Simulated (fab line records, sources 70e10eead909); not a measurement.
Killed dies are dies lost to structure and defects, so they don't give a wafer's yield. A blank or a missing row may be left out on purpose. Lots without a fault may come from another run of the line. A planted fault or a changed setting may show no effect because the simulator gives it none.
A struck lot beside a sound one | flow nand_harc | 15 steps out of a route of 1302
Sound: wafers L201.1, L201.3, L201.4. Struck: wafers L213.4, L213.5, L213.6. The cause comes at the end.
At each step with rows: each side's tool, then ch and its chambers, then its first start. Under that, the readings that differ: sound wafers | struck wafers | difference of the means | sigmas: that difference in standard deviations of wafers without a fault.
alike: readings whose means differ by less than 2 such deviations, and words and numbers that are the same on both sides. not compared: withheld readings, readings that some wafer has no value for, bounds like >300 that may hide the same value, and numbers for which the record gives no deviation and whose values overlap.
The two part at a step that has a row with sigmas, a row that says differs or no value, or rows on one side only. Numbers that don't overlap but have no deviation are shown without sigmas and don't part them. A reading that every wafer of one side lacks parts them only if that side has two wafers or more.

first, 4 steps without rows for these wafers: NHARC_THIN_TSV_EBR_29; NHARC_THIN_TSV_EXPOSE_30 (exposes mask PAD); NHARC_THIN_TSV_PEB_31 (peb time 85 s); NHARC_THIN_TSV_DEVELOP_32 (time 70 s).
NHARC_THIN_TSV_CD_MEAS_33: target cd 5000 nm.
  sound on cd_sem-02 ch 0, day 26 07:52; struck on cd_sem-02 ch 0, day 31 05:25
  alike: cd_nm
then, 1 step without rows for these wafers: NHARC_THIN_TSV_HARDBAKE_34 (time 80 s).
NHARC_THIN_TSV_DESCUM_35: chemistry O2, time 3 s.
  sound on rie_diel-12 ch 0,2,3, day 26 08:01; struck on rie_diel-09 ch 0,3, day 31 05:34
  alike: drypump_motor_current_A, o2_flow_sccm, oes_product_au, rf_vpp_V, showerhead_plenum_p_Torr, throttle_valve_pct
  not compared: rf_hours_counter_h
NHARC_THIN_TSV_ETCH_59: etches the open film in Cl2/BCl3, target depth 880 nm, time 138.1 s.
  sound on rie_metal-01 ch 0,1, day 26 08:08; struck on rie_metal-01 ch 0,1, day 31 05:49
  alike: drypump_motor_current_A, he_backside_leak_sccm, oes_product_au, throttle_valve_pct
  not compared: rf_hours_counter_h
NHARC_THIN_TSV_ETCH_36: etches the open film in Cl2/BCl3, target depth 65 nm, time 18.571 s.
  sound on rie_metal-01 ch 0,1, day 26 08:25; struck on rie_metal-01 ch 0,1, day 31 05:58
  alike: drypump_motor_current_A, he_backside_leak_sccm, oes_product_au
  not compared: rf_hours_counter_h
NHARC_THIN_TSV_STRIP_56: strips in O2.
  sound on plasma_asher-01 ch 0,1, day 26 08:47; struck on plasma_asher-02 ch 0,1, day 31 06:10
  reading             | sound | struck         | difference                   | sigmas
  rf_refl_power_W (W) | - - - | 24.4 22.4 24.6 | no value on the sound wafers |
  alike: drypump_motor_current_A, heater_power_w, temp_c
  not compared: rf_hours_counter_h
then, 1 step without rows for these wafers: NHARC_THIN_TSV_STRIP_57 (strips in post etch residue remover, time 1200 s).
NHARC_THIN_TSV_CD_MEAS_37:
  sound on cd_sem-02, day 26 09:32; struck on cd_sem-03, day 31 06:52
  alike: cd_nm
NHARC_THIN_TSV_ANNEAL_58: time 1800 s.
  sound on furnace-04 ch 0, day 26 11:14; struck on furnace-08 ch 0, day 31 11:29
  reading                  | sound             | struck            | difference | sigmas
  spike_tc_bottom_C (C)    | 420 422 422       | 456 455 454       | +34        | +7
  spike_tc_centre_C (C)    | 398.5 400.2 397.8 | 422.9 425.1 423.7 | +25.1      | +18
  spike_tc_lower_C (C)     | 400.4 399.6 398.0 | 422.3 421.0 421.2 | +22.2      | +18
  spike_tc_top_C (C)       | 425 422 426       | 454 454 454       | +30        | +8
  spike_tc_upper_C (C)     | 397.2 397.2 398.4 | 422.7 423.7 423.2 | +25.6      | +23
  zone_power_upper_pct (%) | 4.37 4.37 4.37    | 4.96 4.93 4.88    | +0.55      | +5
NHARC_THIN_TSV_INSPECT_40:
  sound on defect_inspect-02, day 26 12:41; struck on defect_inspect-01, day 31 12:58
  alike: raw_defect_count
NHARC_END_SORT_01:
  the record has rows for the sound wafers here (prober-02 ch 0, day 26 15:46) and none for the struck ones

WHERE THEY PART
First at NHARC_THIN_TSV_STRIP_56; last, within this record, at NHARC_END_SORT_01.

WHY: what the simulator had put in
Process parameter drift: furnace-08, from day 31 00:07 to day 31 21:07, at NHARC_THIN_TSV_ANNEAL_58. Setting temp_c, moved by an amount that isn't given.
